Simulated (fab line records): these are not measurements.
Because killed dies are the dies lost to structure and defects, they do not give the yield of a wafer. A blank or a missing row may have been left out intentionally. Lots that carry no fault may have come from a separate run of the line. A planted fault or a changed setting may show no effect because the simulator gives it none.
fab line records | flow n5_finfet
record: lots: 7 | wafers: 39
route steps=1938 shown FIN_SAQP@94 HKMG_FIN@435
start_h: hours from the record's opening day to when the first of the lot's shown wafers began | wait_h: how many hours have passed since the lot's step before this one | " same as the row above | L1.1+2: a single row standing in for several wafers | - no value present, or no start provided | * or withheld: withheld | < > ~ a bound
route shown NAME@n: NAME is a module with steps in the file, n the number in the route of the first one | usual: the fault-free wafers' mean and standard deviation | same: alike in all rows | chamber/n: place in a boat | sites: the reading at each site | _std_site: how widely they spread, as a standard deviation | _edge_site: outer sites' mean less inner sites' | radius_mm: for every site, how far away it sits from the centre of the wafer | mask NAME#n: copy n | behind: the most recent tool/chamber to have shaped the wafer | hold: the reason the lot was held/the length of the hold in hours/how it ended | device: transistor that didn't switch, given as n, p or np | end of line: at the end of the route, the tests of the same wafers | step lacking rows: just its recipe | killed: count of dies lost to structure and defects at first sort (not the wafer's yield) | map: a wafer's dies, x killed, . not, _ none there
set.NAME: setting as actually run; set.NAME@STEP: the setting as run at that earlier step | model.NAME: the simulator's own value behind a step, which no gauge read
lots whose settings were changed on purpose; a table a step, a row a wafer
== steps ==
step: N5_FIN_SAQP_ALD_61
recipe: material: SiO2 | target_thk_a: 40 | temp_c: 300 | ald_precursor_family: BDEAS | ald_co_reactant: O2-plasma | pulse_time_s: 1 | purge_time_s: 2 | co_reactant_purge_time_s: 2 | ald_cycles: 43 | pressure_torr: 2
lot.wafer | tool       | chamber | start_h | wait_h | set.ald_cycles | model.SiO2_of_FIN_SAQP_ALD_61.thk_nm
L074.1    | ald_sin-02 | 1       | 21.20   | 0.2    | 43             | 3.989
L074.2    | "          | 0       | "       | "      | 37             | 3.444
L074.3    | "          | 2       | "       | "      | 37             | 3.467
L074.4    | "          | 3       | "       | "      | 43             | 4.005
L074.5    | "          | 1       | "       | "      | 43             | 4.011
L074.6    | "          | 2       | "       | "      | 37             | 3.439
L077.1    | ald_sin-01 | 2       | 38.73   | 0.1    | 43             | 4.015
L077.2    | "          | 1       | "       | "      | 43             | 3.998
L077.3    | "          | 3       | "       | "      | 49             | 4.555
L077.4    | "          | 0       | "       | "      | 49             | 4.546
L077.5    | "          | 3       | "       | "      | 49             | 4.55
L077.6    | "          | 2       | "       | "      | 43             | 3.994
L080.1    | ald_sin-02 | 2       | 56.39   | 0.1    | 43             | 4.002
L080.2    | "          | 3       | "       | "      | 43             | 3.981
L080.3    | "          | 1       | "       | "      | 43             | 3.978
L080.4    | "          | 0       | "       | "      | 49             | 4.567
L080.5    | "          | 2       | "       | "      | 49             | 4.548
L080.6    | "          | 3       | "       | "      | 49             | 4.554
L081.2    | ald_sin-02 | 0       | 64.41   | 0.8    | 43             | 3.985
L081.4    | "          | 3       | "       | "      | 43             | 3.984
L081.6    | "          | 1       | "       | "      | 43             | 3.967
L085.1    | ald_sin-03 | 1       | 87.31   | 0.0    | 43             | 4.002
L085.2    | "          | 0       | "       | "      | 43             | 4.033
L085.3    | "          | 3       | "       | "      | 43             | 3.988
L085.4    | "          | 2       | "       | "      | 39             | 3.631
L085.5    | "          | 0       | "       | "      | 39             | 3.649
L085.6    | "          | 1       | "       | "      | 39             | 3.647
L089.1    | ald_sin-02 | 2       | 111.69  | 0.0    | 49             | 4.568
L089.2    | "          | 0       | "       | "      | 49             | 4.595
L089.3    | "          | 3       | "       | "      | 43             | 4.03
L089.4    | "          | 1       | "       | "      | 43             | 3.978
L089.5    | "          | 3       | "       | "      | 43             | 4.006
L089.6    | "          | 2       | "       | "      | 49             | 4.56
L096.1    | ald_sin-03 | 3       | 152.72  | 0.0    | 50             | 4.642
L096.2    | "          | 1       | "       | "      | 43             | 4.036
L096.3    | "          | 2       | "       | "      | 43             | 4.015
L096.4    | "          | 0       | "       | "      | 43             | 4.005
L096.5    | "          | 1       | "       | "      | 50             | 4.666
L096.6    | "          | 0       | "       | "      | 50             | 4.669
step: N5_HKMG_FIN_ETCH_32
recipe: chemistry: N2/H2 | target: SOC | target_depth_a: 2400 | temp_c: 40 | time_s: 300 | ion_energy_ev: 200 | mask_material: SiARC | pressure_mtorr: 30 | source_w: 840 | bias_w: 150 | n2_flow_sccm: 200 | h2_flow_sccm: 200
usual: rf_vpp_V: 523.8/2.3
lot.wafer | tool        | chamber | start_h | wait_h | set.source_w | rf_vpp_V | model.HKMG_FIN.feature_depth_nm | model.etch.depth_nm
L074.1    | rie_diel-03 | 0       | 78.00   | 0.0    | 840          | 523.3    | 248.4                           | 248.3
L074.2    | "           | 1       | "       | "      | 840          | 522.6    | 251                             | 250.9
L074.3    | "           | 2       | "       | "      | 840          | 523.4    | 241.8                           | 241.8
L074.4    | "           | 3       | "       | "      | 840          | 523.4    | 247.4                           | 247.4
L074.5    | "           | 3       | "       | "      | 840          | 523.1    | 248                             | 247.9
L074.6    | "           | 2       | "       | "      | 840          | 521.7    | 243.4                           | 243.3
L077.1    | rie_diel-03 | 2       | 93.56   | 0.0    | 840          | 523.4    | 241                             | 240.9
L077.2    | "           | 1       | "       | "      | 946          | 503.4    | 275                             | 275
L077.3    | "           | 0       | "       | "      | 840          | 523.1    | 247.8                           | 247.7
L077.4    | "           | 3       | "       | "      | 946          | 502.3    | 275                             | 274.9
L077.5    | "           | 0       | "       | "      | 946          | 502.3    | 273                             | 273
L077.6    | "           | 3       | "       | "      | 840          | 521.6    | 247.4                           | 247.3
L080.1    | rie_diel-03 | 0       | 111.94  | 0.0    | 901.4        | 510.6    | 261.2                           | 261.3
L080.2    | "           | 3       | "       | "      | 840          | 522.5    | 244.4                           | 244.4
L080.3    | "           | 2       | "       | "      | 840          | 524.0    | 238.2                           | 238.2
L080.4    | "           | 1       | "       | "      | 840          | 522.4    | 248                             | 248
L080.5    | "           | 0       | "       | "      | 901.4        | 508.7    | 259.6                           | 259.5
L080.6    | "           | 1       | "       | "      | 901.4        | 510.7    | 262.2                           | 262.2
L081.2    | rie_diel-05 | 0       | 120.79  | 0.0    | 840          | 524.9    | 248                             | 248
L081.4    | "           | 2       | "       | "      | 840          | 521.5    | 234.6                           | 234.6
L081.6    | "           | 3       | "       | "      | 840          | 526.0    | 246.4                           | 246.5
L085.1    | rie_diel-03 | 3       | 142.10  | 0.0    | 840          | 522.4    | 244.2                           | 244.2
L085.2    | "           | 1       | "       | "      | 840          | 523.1    | 247.4                           | 247.4
L085.3    | "           | 2       | "       | "      | 840          | 523.9    | 238.8                           | 238.8
L085.4    | "           | 0       | "       | "      | 840          | 521.2    | 242.4                           | 242.4
L085.5    | "           | 0       | "       | "      | 840          | 522.9    | 243.2                           | 243.2
L085.6    | "           | 1       | "       | "      | 840          | 522.1    | 247                             | 247
L089.1    | rie_diel-03 | 1       | 165.75  | 0.0    | 840          | 522.7    | 246.2                           | 246.2
L089.2    | "           | 2       | "       | "      | 765.5        | 538.5    | 222                             | 221.9
L089.3    | "           | 3       | "       | "      | 840          | 522.1    | 243                             | 243.1
L089.4    | "           | 0       | "       | "      | 765.5        | 538.6    | 226.8                           | 226.8
L089.5    | "           | 1       | "       | "      | 840          | 523.6    | 246                             | 246
L089.6    | "           | 0       | "       | "      | 765.5        | 539.2    | 225.6                           | 225.5
L096.1    | rie_diel-04 | 1       | 206.37  | 0.0    | 883.4        | 520.7    | 251.2                           | 251.1
L096.2    | "           | 2       | "       | "      | 883.4        | 521.5    | 254.4                           | 254.5
L096.3    | "           | 3       | "       | "      | 840          | 524.8    | 231.4                           | 231.4
L096.4    | "           | 3       | "       | "      | 840          | 526.1    | 232                             | 232.1
L096.5    | "           | 2       | "       | "      | 883.4        | 519.1    | 256.2                           | 256.3
L096.6    | "           | 1       | "       | "      | 840          | 526.8    | 239.4                           | 239.4
step: N5_HKMG_FIN_ETCH_35
recipe: chemistry: N2/H2 | target: SOC | target_depth_a: 2158 | ion_energy_ev: 65 | bias_w: 5 | source_w: 3000 | time_s: 243.4 | pressure_mtorr: 30 | n2_flow_sccm: 200 | h2_flow_sccm: 200
lot.wafer | tool        | chamber | start_h | wait_h | set.target_depth_a | model.HKMG_FIN.feature_depth_nm | model.etch.depth_nm | model.SOC_of_HKMG_FIN_COAT_29.thk_nm
L074.1    | rie_diel-03 | 0       | 78.21   | 0.0    | 2158               | 223                             | 223                 | 78.2
L074.2    | "           | 1       | "       | "      | 2341               | 240.4                           | 240.5               | 59.4
L074.3    | "           | 2       | "       | "      | 2341               | 236.2                           | 236.2               | 65.4
L074.4    | "           | 3       | "       | "      | 2341               | 239.6                           | 239.7               | 61.6
L074.5    | "           | 3       | "       | "      | 2158               | 220                             | 219.9               | 81.2
L074.6    | "           | 2       | "       | "      | 2158               | 216.2                           | 216.1               | 84.8
L077.1    | rie_diel-03 | 2       | 93.77   | 0.0    | 2158               | 216                             | 216                 | 84.2
L077.2    | "           | 1       | "       | "      | 1965               | 204.2                           | 204.1               | 95
L077.3    | "           | 0       | "       | "      | 1965               | 202.4                           | 202.4               | 96.4
L077.4    | "           | 3       | "       | "      | 2158               | 224.2                           | 224.1               | 76
L077.5    | "           | 0       | "       | "      | 1965               | 202.6                           | 202.6               | 97
L077.6    | "           | 3       | "       | "      | 2158               | 224                             | 224.1               | 76
L080.1    | rie_diel-03 | 0       | 112.15  | 0.0    | 2074               | 213.6                           | 213.5               | 85.8
L080.2    | "           | 3       | "       | "      | 2158               | 220                             | 220                 | 80
L080.3    | "           | 2       | "       | "      | 2158               | 214.8                           | 214.7               | 85.2
L080.4    | "           | 1       | "       | "      | 2074               | 210.2                           | 210.1               | 90.6
L080.5    | "           | 0       | "       | "      | 2158               | 220.4                           | 220.4               | 78.6
L080.6    | "           | 1       | "       | "      | 2074               | 211.4                           | 211.5               | 87.8
L081.2    | rie_diel-05 | 0       | 121.00  | 0.0    | 2158               | 220.8                           | 220.7               | 79
L081.4    | "           | 2       | "       | "      | 2158               | 209.6                           | 209.6               | 88.8
L081.6    | "           | 3       | "       | "      | 2158               | 219.6                           | 219.5               | 80
L085.1    | rie_diel-03 | 3       | 142.31  | 0.0    | 2361               | 242.2                           | 242.1               | 58.4
L085.2    | "           | 1       | "       | "      | 2158               | 221.6                           | 221.5               | 79.4
L085.3    | "           | 2       | "       | "      | 2158               | 215.4                           | 215.5               | 84.8
L085.4    | "           | 0       | "       | "      | 2361               | 241.6                           | 241.7               | 58.6
L085.5    | "           | 0       | "       | "      | 2158               | 220.2                           | 220.2               | 79.6
L085.6    | "           | 1       | "       | "      | 2361               | 241                             | 241                 | 59.6
L089.1    | rie_diel-03 | 1       | 165.96  | 0.0    | 2158               | 223.2                           | 223.1               | 78
L089.2    | "           | 2       | "       | "      | 2158               | 217.2                           | 217.1               | 83.8
L089.3    | "           | 3       | "       | "      | 2231               | 230.8                           | 230.8               | 69.2
L089.4    | "           | 0       | "       | "      | 2231               | 227.2                           | 227.2               | 73.6
L089.5    | "           | 1       | "       | "      | 2158               | 223.6                           | 223.6               | 77
L089.6    | "           | 0       | "       | "      | 2231               | 227.8                           | 227.7               | 72.8
L096.1    | rie_diel-04 | 1       | 206.58  | 0.0    | 2158               | 217.6                           | 217.7               | 82.4
L096.2    | "           | 2       | "       | "      | 2158               | 220.8                           | 220.7               | 79.4
L096.3    | "           | 3       | "       | "      | 2158               | 212                             | 212                 | 89
L096.4    | "           | 3       | "       | "      | 2158               | 210.8                           | 210.8               | 89.4
L096.5    | "           | 2       | "       | "      | 2158               | 221.4                           | 221.5               | 79
L096.6    | "           | 1       | "       | "      | 2158               | 217.6                           | 217.6               | 82.8
== key ==
split: step: N5_FIN_SAQP_ALD_61 | setting: ald_cycles | stated: 43 | by: wafer
response: step: N5_FIN_SAQP_ALD_61 | reading: model.SiO2_of_FIN_SAQP_ALD_61.thk_nm | change: +0.0399 | per: 1% | r: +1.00
split: step: N5_HKMG_FIN_ETCH_32 | setting: source_w | stated: 840 | by: wafer
response: step: N5_HKMG_FIN_ETCH_32 | reading: rf_vpp_V | change: -1.63 | per: 1% | r: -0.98
response: step: N5_HKMG_FIN_ETCH_32 | reading: model.HKMG_FIN.feature_depth_nm | change: +2.43 | per: 1% | r: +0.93
response: step: N5_HKMG_FIN_ETCH_32 | reading: model.etch.depth_nm | change: +2.44 | per: 1% | r: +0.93
split: step: N5_HKMG_FIN_ETCH_35 | setting: target_depth_a | stated: 2158 | by: wafer
response: step: N5_HKMG_FIN_ETCH_35 | reading: model.HKMG_FIN.feature_depth_nm | change: +2.2 | per: 1% | r: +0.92
response: step: N5_HKMG_FIN_ETCH_35 | reading: model.etch.depth_nm | change: +2.2 | per: 1% | r: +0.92
response: step: N5_HKMG_FIN_ETCH_35 | reading: model.SOC_of_HKMG_FIN_COAT_29.thk_nm | change: -2.18 | per: 1% | r: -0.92
